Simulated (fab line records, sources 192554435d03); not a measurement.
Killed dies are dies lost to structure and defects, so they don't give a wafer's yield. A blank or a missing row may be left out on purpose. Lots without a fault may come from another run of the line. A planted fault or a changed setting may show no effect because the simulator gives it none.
Chamber matching | flow n5_finfet | N5_SD_EPI_N_LINER_46 on ald_sin-02: 4 sister chambers
The step material SiNx, target thk 3 nm. 8 wafers are shown with their chamber, then 12 later ones without.

WAFERS WITH THEIR CHAMBER
wafer  | chamber | heater_power_outer_w (W) | heater_power_w (W)
L083.6 | 2       | 526                      | 843
L087.3 | 0       | 513                      | 851
L087.5 | 2       | 525                      | 862
L090.4 | 3       | 580                      | 902
L090.6 | 1       | 538                      | 931
L092.1 | 3       | 595                      | 917
L092.2 | 1       | 528                      | 946
L092.4 | 0       | 508                      | 880

WAFERS WITHOUT THEIR CHAMBER
wafer  | heater_power_outer_w (W) | heater_power_w (W)
L093.1 | 544                      | 922
L093.4 | 571                      | 924
L093.5 | 525                      | 874
L095.1 | 588                      | 917
L095.3 | 548                      | 902
L095.6 | 583                      | 905
L096.1 | 515                      | 833
L096.5 | 530                      | 904
L096.6 | 566                      | 916
L097.1 | 521                      | 825
L097.2 | 580                      | 899
L097.6 | 588                      | 896

WHICH CHAMBER EACH WENT THROUGH
wafer  | from the rows above          | in truth
L093.1 | 1                            | 1
L093.4 | 3                            | 3
L093.5 | can't be placed: 2 or 0      | 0
L095.1 | 3                            | 3
L095.3 | can't be placed: 1 or 2      | 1
L095.6 | 3                            | 3
L096.1 | can't be placed: 2 or 0      | 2
L096.5 | can't be placed: 1 or 2 or 0 | 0
L096.6 | can't be placed: 3 or 1      | 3
L097.1 | can't be placed: 2 or 0      | 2
L097.2 | 3                            | 3
L097.6 | 3                            | 3
Placed correctly: 6 of 12. Can't be placed from these rows: 6 (the true chamber is among the candidates in 6). Placed wrongly: 0.
How it was worked out, from the rows above alone: a wafer's distance from a chamber is the root of the sum, over the readings, of the square of ((its reading less the chamber's mean) divided by the reading's scatter). The wafer belongs to the nearest chamber; if the next one is less than 2 further off, it can't be placed. A chamber's mean is the mean of its shown wafers. The scatter: the root of (the sum of the squares of (reading less its chamber's mean) over the shown wafers, divided by (wafers less chambers)).
